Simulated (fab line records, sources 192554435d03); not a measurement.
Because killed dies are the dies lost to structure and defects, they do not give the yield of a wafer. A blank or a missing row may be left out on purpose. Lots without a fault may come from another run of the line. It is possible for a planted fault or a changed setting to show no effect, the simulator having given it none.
Chamber matching    flow n5Finfet    N5_HKMG_FIN_ALD_75 on aldHk-03: 4 sister chambers
The step deposits Al2O3, target thk 1 nm, co reactant pulse time 1 s. 8 wafers are shown with their chamber, then 8 later ones without.

WAFERS, EACH WITH ITS CHAMBER
wafer   chamber  heaterPowerW (W)  precursorPulseHeightRel
L088.4  1        166               1.005
L089.1  0        162               0.980
L089.3  2        153               1.011
L089.6  1        165               1.011
L094.1  2        155               1.030
L094.4  3        129               0.992
L094.6  0        166               1.007
L095.1  3        131               0.984

WAFERS WITH NO CHAMBER GIVEN
wafer   heaterPowerW (W)  precursorPulseHeightRel
L095.4  170               1.017
L095.5  152               0.979
L097.2  135               0.982
L097.3  166               0.991
L097.6  167               1.023
L096.3  162               1.025
L096.4  150               1.015
L096.6  162               1.047

CHAMBER TAKEN BY EACH
wafer   from the rows above           in truth
L095.4  can't be placed: 1 or 0       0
L095.5  2                             2
L097.2  3                             3
L097.3  can't be placed: 0 or 1       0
L097.6  can't be placed: 1 or 0       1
L096.3  can't be placed: 1 or 0       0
L096.4  2                             2
L096.6  can't be placed: 1 or 0 or 2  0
Placed correctly: 3 of 8. These rows do not allow placing 5 (true chamber among the candidates in 5). 0 placed wrongly.
How it was worked out, from the rows above alone: a wafer's distance from a chamber is the root of the sum, over the readings, of the square of ((its reading less the chamber's mean) divided by the reading's scatter). The wafer belongs to the nearest chamber; if the next one is less than 2 further off, it can't be placed. For every chamber, the mean is computed from those of its wafers that are shown. The scatter: the root of (the sum of the squares of (reading less its chamber's mean) over the shown wafers, divided by (wafers less chambers)).
